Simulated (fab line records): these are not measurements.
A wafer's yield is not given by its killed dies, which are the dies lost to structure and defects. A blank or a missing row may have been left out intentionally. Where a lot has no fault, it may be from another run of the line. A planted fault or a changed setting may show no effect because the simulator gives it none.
Problem report, 8D (eight disciplines) form, completed by code :: flow n5 finfet :: the parts of the form that need people (team, actions taken, sign-off) are left out

## 1. WHAT IS WRONG
Mean of oes product au at N5_BEOL_M0_SAQP_MANDREL_ETCH_20: 0.696 a.u. across 2 wafers in 2 lots; on wafers with no fault it is 0.779 a.u. (standard deviation 0.012). That is -7.0 standard deviations from the usual mean.
The step: etches a-Si in HBr/Cl2, stops on SiNx, target depth 60 nm, bt time 10 s, time 30 s.
First observed at day 9 14:34: wafer L298.6, on rie si-06. At this step, 29 wafers from 12 lots have a number in the record. The rule behind "out" and "out of limits": a value lying over 4 standard deviations away from the usual mean. All remaining wafers that have a number are taken as sound.

## 2. WHAT IT IS AND WHAT IT IS NOT
question: which readings at this step
is: oes product au
is not: drypump motor current A, throttle valve pct

question: which lots
is: L298, L301
is not: L283, L284, L285, L286, L287, L288, L289, L291, L292, L294

question: which wafers of those lots
is: L298.6, L301.6
is not: L298.4, L301.4

question: read on which tools
is: rie si-06
is not: rie si-03, rie si-05

question: when
is: from day 9 14:34
is not: up to then (26 sound wafers); but 1 sound wafer of L301 came after

## 3. SUSPECTS, AND WHAT RULES EACH OUT
Counting: if a tool at a process step up to the reading ran every lot that is out, it stays a suspect. Sound lots after the first of them don't rule it out here, since some wafers of a struck lot are sound.
- rie si-06 at N5_BEOL_M0_SAQP_MANDREL_ETCH_20 (etches a-Si in HBr/Cl2, stops on SiNx, target depth 60 nm, bt time 10 s, time 30 s): kept. Every lot that is out went through it, the first being L298 (day 9 14:34); the last sound lot it ran before that was L294 (day 8 04:50). Out on those wafers are its own readings of oes product au.
- Within rie si-06 at N5_BEOL_M0_SAQP_MANDREL_ETCH_20: the wafers that are out ran in chambers 1, 3; their sound lot-mates ran in chambers 0, 2.
Left after counting: rie si-06 at N5_BEOL_M0_SAQP_MANDREL_ETCH_20.

## 4. THE CAUSE (what the simulator had put in)
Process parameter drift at N5_BEOL_M0_SAQP_MANDREL_ETCH_20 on rie si-06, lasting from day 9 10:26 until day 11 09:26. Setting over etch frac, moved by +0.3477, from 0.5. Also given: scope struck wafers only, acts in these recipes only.
Counting left only this tool.

## 5. THE EFFECT CHAIN, in route order
One row per reading whose mean, taken over the struck wafers that have a number, lies over 3 standard deviations from the usual. Readings are gone through only where the record gives a usual standard deviation; hours: the median, over the lots, of the time from a lot's start at the first step in this table giving one to that lot's start at this step; sigmas: the change measured in usual standard deviations.
hours: 0
step: N5_BEOL_M0_SAQP_MANDREL_ETCH_20
reading: oes product au
usual: 0.779 a.u.
on struck wafers: 0.696
change: -0.084
sigmas: -7.0
It contains these process steps:
- N5_BEOL_M0_SAQP_MANDREL_ETCH_20: etches a-Si in HBr/Cl2, stops on SiNx, target depth 60 nm, bt time 10 s, time 30 s.
At these later measuring or inspecting steps, every struck wafer for which the step has a row has a number for every such reading, and none has moved that far: N5_BEOL_M4_RC_MEAS_101.

## 6. WHAT WOULD HAVE CAUGHT IT SOONER
In this record no reading fell out of limits until day 9 14:34, 4 hours after the fault had begun at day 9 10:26.
